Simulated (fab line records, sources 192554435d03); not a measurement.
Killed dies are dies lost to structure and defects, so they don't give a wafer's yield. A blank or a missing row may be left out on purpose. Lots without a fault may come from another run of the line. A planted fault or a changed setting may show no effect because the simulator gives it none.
Split-lot experiment | flow n5_finfet | 7 lots, 21 wafers read, on a route of 1938 steps

THE SPLIT
At N5_BEOL_M4_HM_DEP_02 (deposits TiN, target thk 20 nm), the setting target_thk_a was moved away from the recipe's 200 angstrom on 14 of the 21 wafers read, by -12.5% to +9.8%. The other wafers ran this setting at the recipe's value.

The reading is taken at the split's own step.

THE READING
TiN_of_BEOL_M4_HM_DEP_02.thk_nm (the simulator's own value, which no gauge read), in nm, at N5_BEOL_M4_HM_DEP_02 (deposits TiN, target thk 20 nm). The file gives no usual value for it. The 7 wafers here that ran the recipe average 20.1 nm, standard deviation 0.37 nm.

wafer  | tool, chamber at the split | target_thk_a as run, angstrom | against the recipe | TiN_of_BEOL_M4_HM_DEP_02.thk_nm, nm | against lot-mates on the recipe
L076.1 | pvd_sputter-02, -          | 219.6                         | +9.8%              | 22                                  | no lot-mate on the recipe
L076.6 | pvd_sputter-02, -          | 219.6                         | +9.8%              | 22                                  | no lot-mate on the recipe
L076.3 | pvd_sputter-02, -          | 219.6                         | +9.8%              | 21.8                                | no lot-mate on the recipe
L077.3 | pvd_sputter-01, -          | 176.1                         | -12.0%             | 17.4                                | -2.4
L077.4 | pvd_sputter-01, -          | 200                           | recipe             | 19.8                                | -
L077.6 | pvd_sputter-01, -          | 176.1                         | -12.0%             | 17.8                                | -2.0
L078.2 | pvd_sputter-03, -          | 200                           | recipe             | 20.4                                | -
L078.4 | pvd_sputter-03, -          | 200                           | recipe             | 20.6                                | -
L078.5 | pvd_sputter-03, -          | 200                           | recipe             | 20.2                                | -
L081.3 | pvd_sputter-02, -          | 174.9                         | -12.5%             | 17.8                                | -2.2
L081.4 | pvd_sputter-02, -          | 200                           | recipe             | 20                                  | -
L081.6 | pvd_sputter-02, -          | 174.9                         | -12.5%             | 17.6                                | -2.4
L091.2 | pvd_sputter-01, -          | 192                           | -4.0%              | 19                                  | -0.4
L091.3 | pvd_sputter-01, -          | 200                           | recipe             | 19.4                                | -
L091.6 | pvd_sputter-01, -          | 192                           | -4.0%              | 18.8                                | -0.6
L093.2 | pvd_sputter-02, -          | 189                           | -5.5%              | 18.8                                | -1.2
L093.4 | pvd_sputter-02, -          | 189                           | -5.5%              | 19                                  | -1.0
L093.5 | pvd_sputter-02, -          | 200                           | recipe             | 20                                  | -
L095.3 | pvd_sputter-01, -          | 211.4                         | +5.7%              | 20.8                                | no lot-mate on the recipe
L095.4 | pvd_sputter-01, -          | 211.4                         | +5.7%              | 21                                  | no lot-mate on the recipe
L095.5 | pvd_sputter-01, -          | 211.4                         | +5.7%              | 21                                  | no lot-mate on the recipe

THE FIT
A straight line over all 21 wafers: TiN_of_BEOL_M4_HM_DEP_02.thk_nm changes by +0.193 nm for each +1% of target_thk_a; r = +0.98; the points scatter about the line by 0.28 nm.
The same after taking each lot's own level away (the mean of its wafers on the recipe; 15 wafers): +0.185 nm for each +1%; r = +0.99; scatter 0.16 nm.
On that fit, the largest move of target_thk_a shifts the reading by 2.3 nm.
The lots' own levels span 19.40 to 20.40 nm, that is 2.7 times the standard deviation above.
So the lot-to-lot level changes the slope little: the two slopes agree.
Check: with one of the wafers moved furthest among these (-12.5%) left out of the fit, the line predicts -2.32 nm for it against its lot-mates. It came out at -2.2 nm against them.

OTHER SPLITS ON THESE WAFERS
These wafers also went through other splits before the reading. Each is held against what the fit with the lots' levels taken away leaves over:
other split on the same wafers | wafers away from the commonest value | r with TiN_of_BEOL_M4_HM_DEP_02.thk_nm (lot level and that fit taken away)
N5_BEOL_M1_EXPOSE_25 dose_mj   | 6                                    | -0.16
N5_BEOL_M1_ETCH_70 bias_w      | 7                                    | -0.31
N5_BEOL_M2_COAT_67 spin_rpm    | 7                                    | +0.39
N5_BEOL_M2_COAT_22 spin_rpm    | 8                                    | +0.01
N5_BEOL_M3_COAT_05 spin_rpm    | 10                                   | +0.14

THE FILE'S OWN FIT
TiN_of_BEOL_M4_HM_DEP_02.thk_nm changes by +0.182 nm for each +1% of target_thk_a, r = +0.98.
